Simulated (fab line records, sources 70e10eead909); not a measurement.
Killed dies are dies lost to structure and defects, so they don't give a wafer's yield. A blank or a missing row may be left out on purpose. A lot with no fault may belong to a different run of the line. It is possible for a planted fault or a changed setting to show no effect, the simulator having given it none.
Comparing a struck lot with a sound one ; flow nand-harc ; 15 out of 1159 route steps
Sound: the wafers L512.1, L512.3, L512.6. Struck: wafers L498.1, L498.2, L498.5. The cause is named last.
For every step that has rows: the tool of each side, followed by ch and its chambers, followed by its first start. Under that, the readings that differ: sound wafers ; struck wafers ; difference of the means ; sigmas: that difference in standard deviations of wafers without a fault.
alike: readings whose means differ by less than 2 such deviations, and words and numbers that are the same on both sides. not compared: withheld readings, readings that some wafer has no value for, bounds like >300 that may hide the same value, and numbers for which the record gives no deviation and whose values overlap.
The two part at a step that has a row with sigmas, a row that says differs or no value, or rows on one side only. Numbers that don't overlap but have no deviation are shown without sigmas and don't part them. A reading missing from all wafers of one side parts the sides only when that side holds two or more wafers.

first, 2 steps without rows for these wafers: NHARC_P_CONTACT_ETCH_35 (etches the open film in CF4, target depth 39 nm, time 65 s); NHARC_P_CONTACT_ETCH_36 (etches the open film in N2/H2, target depth 260 nm, time 406.25 s).
NHARC_P_CONTACT_ETCH_18: etches the open film in C4F8/O2/Ar, target depth 481 nm, time 240.5 s.
  sound on rie-diel-13 ch 0,1,2; struck on rie-diel-02 ch 1,2,3
  alike: oes-product-au, rf-vpp-V
  not compared: rf-hours-counter-h
then, 1 step without rows for these wafers: NHARC_P_CONTACT_STRIP_37 (strips in C4F8/O2/Ar).
NHARC_P_CONTACT_ETCH_31: etches the open film in CH3F/O2, target depth 30 nm, time 85.7 s.
  sound on rie-diel-13 ch 0,2; struck on rie-diel-02 ch 1,3
  alike: drypump-motor-current-A, oes-product-au, rf-vpp-V, showerhead-plenum-p-Torr, throttle-valve-pct
  not compared: rf-hours-counter-h
NHARC_P_CONTACT_CD_MEAS_19:
  sound on cd-sem-01, day 9 11:04; struck on cd-sem-02, day 5 12:55
  alike: cd-nm
then, 2 steps without rows for these wafers: NHARC_P_CONTACT_STRIP_28 (strips in O2); NHARC_P_CONTACT_STRIP_29 (strips in post etch residue remover, time 1200 s).
NHARC_P_CONTACT_DEGAS_38: time 60 s.
  sound on pvd-sputter-03, day 9 11:46; struck on pvd-sputter-01, day 5 13:39
  alike: heater-power-w
then, 1 step without rows for these wafers: NHARC_P_CONTACT_PRE_CLEAN_39 (time 19.5 s).
NHARC_P_CONTACT_PVD_32: deposits Ti, target thk 5 nm, time 17.7 s.
  sound on pvd-sputter-03; struck on pvd-sputter-01
  alike: cathode-dc-power-W, throttle-valve-pct
NHARC_P_CONTACT_ALD_22: deposits TiN, target thk 3 nm, pulse time 1 s, ald cycles 150.
  sound on ald-metal-03 ch 2,3, day 9 12:08; struck on ald-metal-04 ch 0,1, day 5 13:53
  alike: heater-power-w, precursor-pulse-height-rel
NHARC_P_CONTACT_CVD_23: deposits W, target thk 200 nm, time 557 s.
  sound on cvd-w-01 ch 0,1, day 9 14:38; struck on cvd-w-02 ch 0,1, day 5 15:01
  alike: heater-power-w, throttle-valve-pct
NHARC_P_CONTACT_CMP_24: polishes, t overpolish 30 s, target thk 200 nm.
  sound on cmp-04 ch 1,2, day 9 15:17; struck on cmp-02 ch 0,1,3, day 5 15:45
reading;sound;struck;difference;sigmas
time-to-endpoint-s (s);42.2 36.1 44.1;77.8 83.1 83.1;+40.5;+16
  alike: motor-current-A, overpolish-run-s
  not compared: pad-life-wafers
NHARC_END_SORT_01:
  the record has rows for the sound wafers here (prober-02 ch 0, day 23 01:43) and none for the struck ones

== WHERE THEY PART ==
Earliest at NHARC_P_CONTACT_CMP_24; latest, in this record, at NHARC_END_SORT_01.

WHY: what had been put in by the simulator
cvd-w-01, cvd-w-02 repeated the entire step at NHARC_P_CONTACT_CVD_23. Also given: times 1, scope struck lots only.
